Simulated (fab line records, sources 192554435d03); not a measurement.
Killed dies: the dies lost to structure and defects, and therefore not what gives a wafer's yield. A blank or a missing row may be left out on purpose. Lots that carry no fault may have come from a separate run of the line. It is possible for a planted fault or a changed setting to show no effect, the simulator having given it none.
Chamber matching ; flow n5 finfet ; rie diel-04 running N5_DUMMY_GATE_ETCH_31: 4 sister chambers
The step etches SiO2 in C4F6/O2, target depth 82.5 nm, time 27.5 s. 20 wafers are shown with their chamber, then 10 later ones without.

EACH WAFER AND ITS CHAMBER
wafer;chamber;rf vpp V (V);throttle valve pct (%);drypump motor current A (A)
L074.2;2;648;20.89;5.8
L074.3;1;680;21.47;5.4
L074.6;1;678;21.48;5.4
L075.1;0;683;21.25;5.4
L075.3;3;664;21.13;6.0
L075.5;2;648;20.89;5.9
L076.2;2;648;20.90;5.9
L076.3;3;663;21.14;6.0
L076.5;1;679;21.48;5.4
L082.2;0;684;21.26;5.3
L082.3;1;678;21.49;5.4
L082.5;1;678;21.50;5.4
L084.1;1;678;21.50;5.4
L084.2;2;648;20.92;5.9
L084.4;0;684;21.26;5.3
L085.2;0;684;21.27;5.4
L085.3;3;662;21.15;6.0
L085.5;0;683;21.26;5.3
L089.4;3;664;21.17;6.0
L089.5;0;682;21.29;5.3

SIGNATURES, as means of the wafers listed above
reading;chamber 0;chamber 1;chamber 2;chamber 3;scatter within a chamber
rf vpp V;683.33;678.50;648.00;663.25;0.774
throttle valve pct;21.2650;21.4867;20.9000;21.1475;0.014
drypump motor current A;5.333;5.400;5.875;6.000;0.0361
Rule: for a wafer and a chamber, the distance is found by dividing, reading by reading, the gap between the wafer's reading and the chamber's mean by the reading's scatter, squaring, summing and taking the root. The wafer belongs to the nearest chamber; if the next one is less than 2 further off, it can't be placed. How the scatter is found: for the shown wafers, subtract from each reading the mean of its chamber, square and add these, divide the total by (wafers less chambers), then take the root.

WAFERS WITH NO CHAMBER GIVEN
wafer;rf vpp V (V);throttle valve pct (%);drypump motor current A (A)
L089.6;662;21.16;6.0
L094.1;678;21.55;5.4
L094.5;677;21.55;5.5
L094.6;682;21.31;5.4
L095.1;664;21.19;6.0
L095.2;677;21.54;5.4
L095.4;648;20.96;5.9
L096.2;663;21.18;6.0
L096.3;650;20.94;5.9
L096.5;650;20.94;5.9

CHAMBER TAKEN BY EACH
wafer;from the rows above;in truth
L089.6;3;3
L094.1;1;1
L094.5;1;1
L094.6;0;0
L095.1;3;3
L095.2;1;1
L095.4;2;2
L096.2;3;3
L096.3;2;2
L096.5;2;2
Placed correctly: 10 of 10. Not placeable from these rows: 0. Number placed wrongly: 0.
